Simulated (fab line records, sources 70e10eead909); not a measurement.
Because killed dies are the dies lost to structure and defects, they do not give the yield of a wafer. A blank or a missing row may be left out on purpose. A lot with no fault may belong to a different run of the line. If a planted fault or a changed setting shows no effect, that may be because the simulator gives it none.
Chamber matching    flow nand_harc    NHARC_A_WL_FILL_ALD_19 on ald_metal-01 has 4 sister chambers
The step deposits TiN, target thk 2 nm, pulse time 3 s, ald cycles 100. 8 wafers are shown with their chamber, then 12 later ones without.

WAFERS PAIRED WITH THEIR CHAMBERS
wafer   chamber  heater_power_w (W)  precursor_pulse_height_rel
L084.2  3        1102                1.000
L087.5  0        1044                1.040
L089.1  1        1074                0.990
L089.5  1        1081                1.012
L089.6  2        1089                0.973
L089.2  2        1108                1.027
L089.3  3        1067                1.017
L089.4  0        1036                1.011

WAFERS WHOSE CHAMBER IS MISSING
wafer   heater_power_w (W)  precursor_pulse_height_rel
L094.1  1071                1.039
L094.2  1121                1.013
L094.5  1106                0.985
L094.3  1060                0.992
L094.4  1202                1.000
L094.6  1041                0.966
L095.2  1103                1.014
L095.4  1245                0.993
L095.6  1220                0.981
L097.1  1211                1.014
L097.2  1083                0.993
L097.3  1054                0.999

WHICH CHAMBER EACH ONE RAN IN
wafer   from the rows above                in truth
L094.1  can't be placed: 3 or 1 or 0 or 2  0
L094.2  can't be placed: 2 or 3 or 1       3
L094.5  can't be placed: 2 or 3 or 1       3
L094.3  can't be placed: 1 or 3 or 0 or 2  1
L094.4  can't be placed: 2 or 3 or 1       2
L094.6  can't be placed: 0 or 1 or 3 or 2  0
L095.2  can't be placed: 2 or 3 or 1       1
L095.4  can't be placed: 2 or 3 or 1       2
L095.6  can't be placed: 2 or 3 or 1       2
L097.1  can't be placed: 2 or 3 or 1       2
L097.2  can't be placed: 1 or 3 or 2       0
L097.3  can't be placed: 0 or 1 or 3 or 2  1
Correctly placed: 0 of 12. From these rows, 12 cannot be placed; in 11 the true chamber is one of the candidates. Number placed wrongly: 0.
How it was worked out, from the rows above alone: a wafer's distance from a chamber is the root of the sum, over the readings, of the square of ((its reading less the chamber's mean) divided by the reading's scatter). The wafer belongs to the nearest chamber; if the next one is less than 2 further off, it can't be placed. A chamber's mean is the mean of its shown wafers. The scatter is the square root of a quotient: the sum, over the shown wafers, of each reading's squared deviation from its chamber's mean, divided by wafers minus chambers.
